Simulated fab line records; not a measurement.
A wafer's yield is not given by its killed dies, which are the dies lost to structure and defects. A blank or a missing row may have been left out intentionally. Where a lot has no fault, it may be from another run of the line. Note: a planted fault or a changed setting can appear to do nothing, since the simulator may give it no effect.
fab line records | flow n5-finfet
record lots=5 wafers=15 last-day=19
route steps=1938 shown BEOL_M3@1011 BEOL_M4@1021 PASSIVATION@1936
lots untouched by any fault: they come from a run of this same line in which no faults occurred
start-h: the number of hours between the record's first day and the start of the first shown wafer of the lot | wait-h: hours from the lot's prior step to this one | " unchanged from the row above | L1.1+2: a single row standing in for several wafers | - either no value or no given start | * or withheld: withheld | < > ~ a bound
route shown NAME@n: a module of which the file shows steps, and the number in the route of the first | usual: mean/standard deviation of fault-free wafers | same: alike in all rows | chamber/n: place in a boat | sites: each site's reading | _std_site: their standard deviation | _edge_site: the outer-site mean with the inner-site mean subtracted | radius-mm: how far each site lies from the wafer's centre | mask NAME#n: copy n | behind: tool/chamber where the wafer was last shaped | hold: reason for holding the lot/hours on hold/outcome of the hold | device: names the non-switching transistor (n, p or np) | end of line: tests of these same wafers at the route's end | where a step has no rows: the recipe by itself | killed: count of dies lost to structure and defects at first sort (not the wafer's yield) | map: a wafer's dies, x killed, . not, _ none there
set.NAME: the setting that was run; set.NAME@STEP: the one run at that earlier step | model.NAME: the simulator's own value behind a step, which no gauge read
lots at selected steps of the route; one table per step, one row per wafer
services: a tool's chamber out of use, with start hour (start-h, from the record's first day; less than 0 if before it), hours out, and reason
## steps
# step N5_BEOL_M3_ECD_50
# recipe material=Cu target-thk-a=3000
# step N5_BEOL_M3_ANNEAL_51
# recipe temp-c=225 time-s=90 ambient=N2
# step N5_BEOL_M3_CMP_52
# recipe stop-on=SiOC t-overpolish-s=6.8 down-force-psi=1 platen-rpm=50 clearing-platen-down-force-psi=1.5 clearing-platen-rpm=50 post-cmp-clean=cu-alkaline target-thk-nm=40 clearing-platen-pad-velocity-m-s=0.99484 pad-velocity-m-s=0.99484
# step N5_BEOL_M3_PRE_CLEAN_60
# recipe gas=NH3/H2 time-s=15 temp-c=* rf-power-w=300
# step N5_BEOL_M3_CO_CAP_55
# recipe material=Co target-thk-a=20 temp-c=200 precursor=CCTBA/H2 pressure-torr=30 time-s=102.1
# step N5_BEOL_M3_PRE_CLEAN_56
# recipe gas=NH3 time-s=15 temp-c=withheld rf-power-w=300
# step N5_BEOL_M3_DEP_57
# recipe material=SiCN target-thk-a=80 temp-c=withheld precursor=3MS/NH3 pressure-torr=3 rf-w=202 time-s=14
# step N5_BEOL_M4_ILD_DEP_00
# recipe material=SiOC target-thk-a=790 temp-c=350 precursor=DEMS/O2 pressure-torr=5 rf-w=500 time-s=15.3
# step N5_BEOL_M4_PECVD_72
# recipe material=SiO2 target-thk-a=160 temp-c=400 precursor=TEOS/O2 pressure-torr=5.5 rf-w=450 teos-flow-sccm=53.8 gas=O2 flow-sccm=3000 time-s=18
# usual chamber-pressure-Torr=5.500/0.012 heater-power-outer-w=397/61 heater-power-w=678/74 showerhead-plenum-p-Torr=8.76/0.065 throttle-valve-pct=22.4/1.3
# columns lot.wafer tool chamber start-h wait-h chamber-pressure-Torr heater-power-outer-w heater-power-w showerhead-plenum-p-Torr since-wet-clean-h throttle-valve-pct
L854.3 pecvd-04 2 273.31 0.0 5.487 511 815 8.74 586 21.7
L854.4 " 1 " " 5.506 418 728 8.72 - 24.3
L854.6 " 2 " " 5.504 514 834 8.72 - 21.7
L858.1 pecvd-04 0 287.88 0.0 - - - - - -
L858.2 " 2 " " - - - - - -
L858.4 " 1 " " - - - - - -
L862.1 pecvd-04 2 289.44 0.0 - - - - - -
L862.2 " 1 " " - - - - - -
L862.4 " 1 " " - - - - - -
L860.1 pecvd-01 1 291.37 0.0 - - - - - -
L860.2 " 2 " " - - - - - -
L860.5 " 1 " " - - - - - -
L861.2 pecvd-04 2 293.24 0.0 5.496 462 749 8.72 606 21.7
L861.3 " 0 " " 5.499 342 628 8.82 1360 21.7
L861.6 " 2 " " 5.491 460 752 8.73 - 21.8
# step N5_BEOL_M4_HM_DEP_02
# recipe material=TiN target-thk-a=200 temp-c=25 chamber-pressure-pa=0.49996
# step N5_BEOL_M4_COAT_61
# recipe resist=SOC temp-c=250 time-s=60 spin-rpm=1500 resist-thk-nm=60
# step N5_BEOL_M4_COAT_62
# recipe resist=SiARC temp-c=220 time-s=60 spin-rpm=1500 resist-thk-nm=12
# step N5_BEOL_M4_COAT_73
# recipe resist=underlayer temp-c=205 time-s=60 spin-rpm=1500 resist-thk-nm=5
# step N5_BEOL_M4_COAT_05
# recipe resist=CAR-EUV spin-rpm=1500 resist-thk-nm=30
# step N5_BEOL_M4_EBR_07
# recipe solvent=PGMEA ebr-width-mm=1.5
# step N5_BEOL_M4_SOFTBAKE_06
# recipe temp-c=110 time-s=60 resist=CAR-EUV
# step N5_BEOL_M4_EXPOSE_08
# recipe mask-id=M4 na=0.33 source-shape=dipole sigma-inner=0.369 sigma-outer=0.767 polarization=unpolarized dose-mj=41.25
# step N5_BEOL_M4_PEB_09
# recipe peb-temp-c=100 peb-time-s=60 resist=CAR-EUV
# step N5_BEOL_M4_DEVELOP_10
# recipe develop-time-s=30 developer=TMAH resist=CAR-EUV rinse-liquid=surfactant-rinse dry=air-spin dev-temp-c=23
# step N5_BEOL_M4_DESCUM_16
# recipe chemistry=O2 time-s=7 source-power-w=50 bias-power-w=20 pressure-mtorr=20 rf-frequency-hz=2.712e+07 temp-c=40 resist=CAR-EUV o2-flow-sccm=225
# step N5_BEOL_M4_ETCH_74
# recipe chemistry=N2/H2 target=underlayer target-depth-a=65 mask-material=CAR-EUV time-s=5.2 ion-energy-ev=200 pressure-mtorr=30 source-w=840 bias-w=150 n2-flow-sccm=200 h2-flow-sccm=200 ends=cleared
# step N5_BEOL_M4_ETCH_63
# recipe chemistry=CF4 target=SiARC target-depth-a=156 mask-material=CAR-EUV time-s=26 ion-energy-ev=80 pressure-mtorr=40 source-w=545 bias-w=36 Ar_flow_sccm=100 cf4-flow-sccm=100 ends=cleared
# step N5_BEOL_M4_ETCH_64
# recipe chemistry=N2/H2 target=SOC target-depth-a=750 overetch-a=225 mask-material=SiARC temp-c=40 time-s=121.9 ion-energy-ev=200 pressure-mtorr=30 source-w=840 bias-w=150 n2-flow-sccm=200 h2-flow-sccm=200
# step N5_BEOL_M4_STRIP_65
# recipe chemistry=N2/H2 temp-c=40 n2-flow-sccm=200 h2-flow-sccm=200 rf-frequency-hz=6e+07
# step N5_BEOL_M4_STRIP_75
# recipe chemistry=N2/H2 temp-c=40 n2-flow-sccm=200 h2-flow-sccm=200 rf-frequency-hz=6e+07
# step N5_BEOL_M4_STRIP_66
# recipe chemistry=CF4 resist=SiARC power-w=300 bias-power-w=75 pressure-mtorr=50 cf4-flow-sccm=150 rf-frequency-hz=6e+07
# step N5_BEOL_M4_HM_OPEN_17
# recipe chemistry=Cl2/BCl3 target-depth-a=200 overetch-a=60 target=TiN mask-material=SOC ion-energy-ev=150 pressure-mtorr=10 icp-w=1000 bias-w=126 Cl2_flow_sccm=53.25 bcl3-flow-sccm=21.75 Ar_flow_sccm=25
# step N5_BEOL_M4_STRIP_19
# recipe chemistry=O2 power-w=400 temp-c=40 pressure-mtorr=30 rf-frequency-hz=6e+07 bias-power-w=0 overash-fraction=0.2 o2-flow-sccm=225
# step N5_BEOL_M4_COAT_67
# recipe resist=SOC temp-c=250 time-s=60 spin-rpm=1500 resist-thk-nm=60
# step N5_BEOL_M4_COAT_68
# recipe resist=SiARC temp-c=220 time-s=60 spin-rpm=1500 resist-thk-nm=12
# step N5_BEOL_M4_COAT_76
# recipe resist=underlayer temp-c=205 time-s=60 spin-rpm=1500 resist-thk-nm=5
# step N5_BEOL_M4_COAT_22
# recipe resist=CAR-EUV spin-rpm=1500 resist-thk-nm=30
# step N5_BEOL_M4_EBR_24
# recipe solvent=PGMEA ebr-width-mm=1.5
# step N5_BEOL_M4_SOFTBAKE_23
# recipe temp-c=110 time-s=60 resist=CAR-EUV
# step N5_BEOL_M4_RC_MEAS_101
# usual DIBL_N=36.3/1.7 DIBL_P=36.5/2.1 IOFF_N=0.16/0.03 IOFF_P=0.22/0.035 ION_N=675/11 ION_P=465/7.1 SS_N=71.5/0.62 SS_P=73.3/0.64 VT_N=250/3.1 VT_P=-249.1/3
# columns lot.wafer tool chamber start-h wait-h DIBL_N[mV/V] DIBL_P[mV/V] IOFF_N[nA/um] IOFF_P[nA/um] ION_N[uA/um] ION_P[uA/um] SS_N[mV/dec] SS_P[mV/dec] VT_N[mV] VT_P[mV]
L854.3 prober-02 0 285.61 0.3 38.7 39.7 0.21 0.29 692 476 71.7 74.1 245 -243.7
L854.4 " 0 " " 36.3 36.8 0.16 0.24 687 474 71.0 73.9 248 -248.7
L854.6 " 0 " " 36.2 35.5 0.16 0.22 675 467 71.4 73.4 249 -247.2
L860.1 prober-02 0 303.34 0.0 37.4 38.4 0.19 0.22 678 456 72.4 73.4 247 -251.5
L860.2 " 0 " " 35.2 35.1 0.13 0.17 661 455 71.6 73.1 252 -253.8
L860.5 " 0 " " 38.4 39.3 0.20 0.24 668 455 71.8 73.9 248 -248.0
L861.2 prober-01 0 309.13 0.2 35.8 34.8 0.16 0.22 694 476 71.4 73.4 248 -247.7
L861.3 " 0 " " 36.8 36.0 0.17 0.23 690 469 71.8 72.9 248 -244.7
L861.6 " 0 " " 35.3 33.7 0.13 0.19 670 463 70.9 72.6 253 -246.4
L858.1 prober-01 0 321.54 0.0 36.5 39.3 0.16 0.22 681 463 72.2 73.0 250 -251.0
L858.2 " 0 " " 34.7 37.3 0.13 0.19 671 461 71.5 72.5 252 -250.1
L858.4 " 0 " " 32.1 33.2 0.09 0.14 647 451 70.6 70.9 260 -257.1
L862.1 prober-01 0 327.19 0.0 38.0 38.1 0.19 0.23 695 465 71.6 73.8 245 -249.2
L862.2 " 0 " " 38.3 36.0 0.18 0.19 660 452 72.7 71.6 250 -254.6
L862.4 " 0 " " 39.9 39.1 0.21 0.24 680 461 71.8 74.6 246 -252.0
# step N5_PASSIVATION_PROBE_49
# usual defect-limited-yield=91.2/1.4 killed_at_M0_to_M3=36/10 killed_at_M4_up=13/5.1 killed-at-contacts=12/5.4 killed-at-front-end=39/11 killed-at-other=3.5/2.4 killed-dies=104/17 killed-on-rim=14/3.8 killed-open=67/13 killed-short=36/8.3 sort_bin_5_function=5.2/0.98 sort_bin_6_memory=3.3/0.68 sort-n-pass=1076/17 sort-yield-pct=91.2/1.4
# same gross-dies=1180 killed-at-back-side=0 sort_bin_4_leakage[%]=0 sort_bin_8_speed[%]=0
# columns lot.wafer tool chamber start-h wait-h defect-limited-yield[%] killed_at_M0_to_M3 killed_at_M4_up killed-at-contacts killed-at-front-end killed-at-other killed-dies killed-on-rim killed-open killed-short sort_bin_5_function[%] sort_bin_6_memory[%] sort-n-pass sort-yield-pct[%]
L854.3 prober-02 - 410.57 1.0 90.6 35 11 17 44 4 111 16 76 33 5.9 3.1 1069 90.6
L854.4 prober-02 - 410.62 1.0 92.4 42 8 10 28 2 90 13 60 30 4.6 2.7 1090 92.4
L854.6 prober-02 - 410.72 1.1 89.8 42 11 17 47 3 120 21 73 46 6.3 3.5 1060 89.8
L860.1 prober-01 - 435.04 0.0 64.4 33 315 20 48 4 420 109 78 34 32.5 3.1 760 64.4
L860.2 prober-01 - 435.09 0.1 63.9 27 326 17 54 2 426 35 70 38 32.7 3.0 754 63.9
L860.5 prober-01 - 435.24 0.2 65.8 19 331 15 35 3 403 120 57 29 31.4 2.4 777 65.8
L861.2 prober-01 - 439.05 0.1 92.9 25 8 10 37 4 84 6 57 25 3.6 3.4 1096 92.9
L861.3 prober-01 - 439.10 0.1 93.2 19 16 4 36 5 80 11 54 25 4.2 2.5 1100 93.2
L861.6 prober-01 - 439.25 0.3 92.3 35 5 8 40 3 91 10 57 33 4.3 3.0 1089 92.3
L858.1 prober-01 - 448.83 0.0 64.9 35 338 10 28 3 414 106 58 35 32.4 2.5 766 64.9
L858.2 prober-01 - 448.88 0.1 61.8 46 338 8 58 1 451 24 76 50 34.7 3.3 729 61.8
L862.1 prober-01 - 450.80 0.0 63.0 50 334 11 39 3 437 13 71 40 33.4 3.1 743 63.0
L862.2 prober-01 - 450.85 0.1 65.7 44 320 4 35 2 405 20 68 21 30.6 3.2 775 65.7
L862.4 prober-01 - 450.95 0.2 65.3 41 332 6 31 0 410 20 54 33 31.3 3.2 770 65.3
# killed by level:class
L854.3 DUMMY_GATE:geometric-particle:open=13 MOL_CONTACT_COAG:geometric-particle:open=13 BEOL_M0_SAQP:geometric-particle:open=12 BEOL_M0_SAQP:geometric-particle:short=10 GATE_CUT:geometric-particle:short=6 FIN_SAQP:geometric-particle:open=5 BEOL_M2:geometric-particle:open=5 STI_FIN_REVEAL:geometric-particle:open=4
L854.4 BEOL_M0_SAQP:geometric-particle:short=14 BEOL_M0_SAQP:geometric-particle:open=13 MOL_CONTACT_COAG:geometric-particle:open=9 FIN_SAQP:geometric-particle:open=6 BEOL_M2:geometric-particle:open=5 FIN_SAQP:geometric-particle:short=5 DUMMY_GATE:geometric-particle:open=5 STI_FIN_REVEAL:geometric-particle:open=4
L854.6 BEOL_M0_SAQP:geometric-particle:short=16 BEOL_M0_SAQP:geometric-particle:open=13 MOL_CONTACT_COAG:geometric-particle:open=11 STI_FIN_REVEAL:geometric-particle:open=10 DUMMY_GATE:geometric-particle:open=7 BEOL_M3:geometric-particle:open=7 MOL_CONTACT_COAG:geometric-particle:short=6 FIN_SAQP:geometric-particle:open=5
L860.1 BEOL_M4:area-pecvd=307 FIN_SAQP:geometric-particle:open=16 MOL_CONTACT_COAG:geometric-particle:open=16 BEOL_M1:geometric-particle:open=12 FIN_SAQP:geometric-particle:short=10 STI_FIN_REVEAL:geometric-particle:open=8 BEOL_M0_SAQP:geometric-particle:short=8 BEOL_M0_SAQP:geometric-particle:open=6
L860.2 BEOL_M4:area-pecvd=318 STI_FIN_REVEAL:geometric-particle:open=15 MOL_CONTACT_COAG:geometric-particle:open=14 FIN_SAQP:geometric-particle:short=11 BEOL_M0_SAQP:geometric-particle:short=8 FIN_SAQP:geometric-particle:open=7 DUMMY_GATE:geometric-particle:open=6 BEOL_M0_SAQP:geometric-particle:open=5
L860.5 BEOL_M4:area-pecvd=316 MOL_CONTACT_COAG:geometric-particle:open=13 FIN_SAQP:geometric-particle:open=9 FIN_SAQP:geometric-particle:short=7 BEOL_M0_SAQP:geometric-particle:short=6 BEOL_M4:geometric-particle:open=6 DUMMY_GATE:geometric-particle:open=4 BEOL_M1:geometric-particle:open=3
L861.2 FIN_SAQP:geometric-particle:open=12 BEOL_M0_SAQP:geometric-particle:open=11 MOL_CONTACT_COAG:geometric-particle:open=7 DUMMY_GATE:geometric-particle:open=5 BEOL_M0_SAQP:geometric-particle:short=5 FIN_SAQP:geometric-particle:short=4 GATE_CUT:geometric-particle:short=4 BEOL_M1:geometric-particle:open=4
L861.3 FIN_SAQP:geometric-particle:open=10 FIN_SAQP:geometric-particle:short=8 STI_FIN_REVEAL:geometric-particle:open=7 BEOL_M2:geometric-particle:open=6 BEOL_M5:geometric-particle:open=5 MOL_CONTACT_COAG:geometric-particle:open=4 BEOL_M0_SAQP:geometric-particle:open=4 STARTING-WAFER:geometric-particle:short=4
L861.6 BEOL_M0_SAQP:geometric-particle:short=15 STI_FIN_REVEAL:geometric-particle:open=9 BEOL_M0_SAQP:geometric-particle:open=9 MOL_CONTACT_COAG:geometric-particle:open=8 STARTING-WAFER:geometric-particle:open=5 FIN_SAQP:geometric-particle:short=4 FIN_SAQP:geometric-particle:open=4 DUMMY_GATE:geometric-particle:open=4
L858.1 BEOL_M4:area-pecvd=321 MOL_CONTACT_COAG:geometric-particle:open=9 BEOL_M0_SAQP:geometric-particle:open=9 BEOL_M0_SAQP:geometric-particle:short=9 FIN_SAQP:geometric-particle:short=7 BEOL_M1:geometric-particle:open=7 BEOL_M2:geometric-particle:open=6 BEOL_M4:geometric-particle:open=6
L858.2 BEOL_M4:area-pecvd=324 STI_FIN_REVEAL:geometric-particle:open=16 BEOL_M0_SAQP:geometric-particle:short=12 FIN_SAQP:geometric-particle:short=10 BEOL_M0_SAQP:geometric-particle:open=10 BEOL_M2:geometric-particle:open=10 FIN_SAQP:geometric-particle:open=8 GATE_CUT:geometric-particle:short=7
L862.1 BEOL_M4:area-pecvd=326 FIN_SAQP:geometric-particle:open=13 BEOL_M2:geometric-particle:open=12 BEOL_M0_SAQP:geometric-particle:short=10 BEOL_M0_SAQP:geometric-particle:open=9 FIN_SAQP:geometric-particle:short=8 MOL_CONTACT_COAG:geometric-particle:open=8 BEOL_M1:geometric-particle:open=6
L862.2 BEOL_M4:area-pecvd=312 BEOL_M0_SAQP:geometric-particle:short=12 BEOL_M1:geometric-particle:open=11 DUMMY_GATE:geometric-particle:open=7 BEOL_M0_SAQP:geometric-particle:open=7 BEOL_M2:geometric-particle:open=7 FIN_SAQP:geometric-particle:open=6 STI_FIN_REVEAL:geometric-particle:open=5
L862.4 BEOL_M4:area-pecvd=322 BEOL_M1:geometric-particle:open=11 BEOL_M0_SAQP:geometric-particle:short=6 BEOL_M2:geometric-particle:open=6 FIN_SAQP:geometric-particle:open=5 STI_FIN_REVEAL:geometric-particle:open=5 BEOL_M0_SAQP:geometric-particle:open=5 BEOL_M3:geometric-particle:open=5
# map L858.2 (x killed, . not)
_________________......x...x.________________
______________.....x......x.x..._____________
___________x.....x....x............__________
__________.xx..x....x..xxx..x...x..._________
________............x...x......x.x...._______
_______xx.......x..x.xx.xx.....x.......______
______........x.x.x.xx.xxx...xx...x.x..x_____
_____....x...x.x.x.x...xxx...x..x.x....x.____
____x.x....xx....xxxxx..xxxxxxxxxx.xxxx...___
___...x.....xx.xxx..xxxx.xxxxxx..x.x....x..__
___..x..x..xx.xxx.xxx.x.xx...xxxxx.x.x.....__
__.x..xxx..x.xx....xxx...xxx....xx.x........_
__......x..x.xxx.xxxxx.xxxxx.x...x...x......_
_x........xxxx.xxx..xxxxxx.xx.xx..x....x.....
_.....x..x...x.xxxx..xxxxxxx...xx..xx.x......
_.....x..x.x.x.xxxxxxxx.xx.x..x.x.xxx.......x
_......xxxxx...x.xxxxxxxxx.xxxxxxxxx..xx...x.
_.x..x.xx.xx.x.xx.xxxxxxxxxxxxxxx.xx.x...x...
_.x.......xxxx..xxxx.xxxx.x.xxxx.x.xx...x....
_.....x..xxx.xx.xxxxx.xxxxxxx.xx.xxx..x.x.x..
_x.x...xx.x.xxxxxxxxxxxxx.xxx..xx......x.....
__.......x.xxx.x...xxxxxxx.xx.....x........._
__.x...x..x.x..x.xxxxxxxxxxxx.x...x.xx..x..._
___...x.....xxx.xxxxxx.xxx.xxx....xx.....x.__
___............x.xxx.....x....xx.x..x......__
____.............x.x.xxx.xx..xx.x.......xx___
_____...x.....xx.x..x.x.........x......x.____
______.x...xx.x..xx..x..x...x...x.....x._____
_______.x....x..x.x.x.....x....x...x...______
________.................x..x...x....._______
__________.xx.................x....._________
___________..........x.............__________
______________..............x.x._____________
_________________............________________
# map L860.2 (x killed, . not)
_________________......x.x...________________
______________x......x.x.x.x...._____________
___________....x.....x..........x..__________
__________..........x....x.x.......x_________
________x.x.xx..x..................x.._______
_______x...x.....xx...x.x...x......x...______
______......xx..xxx.....x..x.x.....x...._____
_____..xxx..x..x..........x..........xxx.____
____...x..x.xx..x..xx...x..x.........x....___
___xx...xx..x.xxx.xx.xxxxx...x.x...........__
___.x....xx.x.x..xx.x.xx..x.xx....x.......x__
__...x.xxxx.x.xx.x..x.xxxx.x...x.x.........._
__.....x..xx..xx...xxxxx....x.x.x...x.....x._
_x..xxx.xxxxx..x..xx..xxxxxxxxxx........x....
_...x...xx.xxx.xxxx.x.x.x.xx....xx...........
_x..x.xx..x.xxxx.x.x.xx....xxx..x.xx.....x...
_xx.xx.xx.x.x.xxxxxxxxxx.x.xx...xx...........
_x...xxxxxxxxxx.x.xx.xxxxxx.x.xx.............
_x..x.xxx.xx.x.xxxxxxxxxxxx.x...x............
_.xxxxx.xxxxxxx.xxxxx.xxxxx..................
_xx.xx.........x..x..xx..xx.x..x....x........
__.xx..x.xx...xxx.xxxxx....xx......x.......x_
__.xx..xxxx.xxxx.x...x..xx.x....x..x........_
___..x.x...xxxx....xx.x.xxxxx........x.x...__
___.x..x.x...x.xxxxxx.x..xx.....x........x.__
____..xxxxxxxxxxx.x..xxxxx.......x........___
_____x.x..xxxxx..x..x.x.x....x...........____
______x.....x.x..x.xxxxx....x.x.....x..._____
_______xxxx.xx....xxx...x........x....x______
________.x....xx...x.x.xx.x..........._______
__________....x...x.xxx.x....x......_________
___________...xx....x...........x..__________
______________............xx...._____________
_________________...x.xx.....________________
## services
# columns tool chamber start-h hours kind
pecvd-04 2 254.70 2.1 scheduled-down
pecvd-01 2 284.86 2.1 scheduled-down
pecvd-01 0 288.83 5.5 scheduled-down
pecvd-04 - 289.65 1.4 repair
## key
first-sign step=N5_BEOL_M4_PECVD_72 reading=tool-record direction=missing
effect step=N5_PASSIVATION_PROBE_49 reading=killed_at_M4_up direction=up sigmas=62 usual=13 struck=329
more-kills-born-at N5_BEOL_M4_PECVD_72@pecvd-04=1597 N5_BEOL_M4_PECVD_72@pecvd-01=941
met-at N5_BEOL_M4_PECVD_72
struck-wafers L858.1,L858.2,L858.4,L860.1,L860.2,L860.5,L862.1,L862.2,L862.4
rows-end L858.4
onset-between 273.31 287.88
fault kind=skipped-step-whole tool=pecvd-01,pecvd-04 chamber=- onset-h=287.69 steps=N5_BEOL_M4_PECVD_72 scope=struck-lots-only
# rows-end: these wafers met a further fault down the route, and their rows from its step on are left out
